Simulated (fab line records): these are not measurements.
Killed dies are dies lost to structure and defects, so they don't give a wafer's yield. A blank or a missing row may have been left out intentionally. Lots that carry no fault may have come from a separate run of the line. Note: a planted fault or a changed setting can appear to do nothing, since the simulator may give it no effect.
Matching of chambers	flow nand_harc	4 sister chambers for NHARC_P_STI_ETCH_15 on rie_si-06
The step etches the open film in HBr/Cl2, target depth 300 nm, time 100.1 s. 14 wafers are shown with their chamber, then 7 later ones without.

## WAFERS PAIRED WITH THEIR CHAMBERS
wafer	chamber	drypump_motor_current_A (A)	oes_product_au (a.u.)	throttle_valve_pct (%)
L908.1	1	6.4	0.993	26.411
L908.2	2	5.9	1.011	26.409
L908.6	3	5.5	1.007	26.395
L909.1	3	5.6	1.002	26.411
L909.4	1	6.4	1.000	26.389
L909.5	1	6.4	0.991	26.413
L911.1	0	5.7	0.974	26.397
L911.2	3	5.5	0.995	26.414
L911.5	0	5.7	0.985	26.403
L914.2	1	6.4	0.997	26.409
L914.5	3	5.5	0.997	26.413
L914.6	2	5.9	1.017	26.410
L918.1	3	5.5	0.994	26.419
L918.3	0	5.7	0.982	26.408

SIGNATURES, as means of the wafers listed above
reading	chamber 0	chamber 1	chamber 2	chamber 3	scatter within a chamber
drypump_motor_current_A	5.700	6.400	5.900	5.520	0.0283
oes_product_au	0.98033	0.99525	1.01400	0.99900	0.00499
throttle_valve_pct	26.40267	26.40550	26.40950	26.41040	0.00874
Rule: for each reading, subtract the chamber's mean from the wafer's reading, divide by that reading's scatter and square the result; add these up over the readings and take the root, which gives the wafer's distance from the chamber. The wafer belongs to the nearest chamber; if the next one is less than 2 further off, it can't be placed. How the scatter is found: for the shown wafers, subtract from each reading the mean of its chamber, square and add these, divide the total by (wafers less chambers), then take the root.

## WAFERS MISSING THEIR CHAMBER
wafer	drypump_motor_current_A (A)	oes_product_au (a.u.)	throttle_valve_pct (%)
L918.6	6.4	0.991	26.389
L919.1	5.7	0.985	26.399
L919.4	6.4	0.996	26.391
L919.6	5.7	0.984	26.399
L923.2	5.9	1.010	26.408
L923.4	6.4	0.994	26.409
L923.5	5.9	1.012	26.397

## THE CHAMBER EACH PASSED THROUGH
wafer	from the rows above	in truth
L918.6	1	1
L919.1	0	0
L919.4	1	1
L919.6	0	0
L923.2	2	2
L923.4	1	1
L923.5	2	2
Correctly placed: 7 of 7. From these rows, 0 cannot be placed. Number placed wrongly: 0.
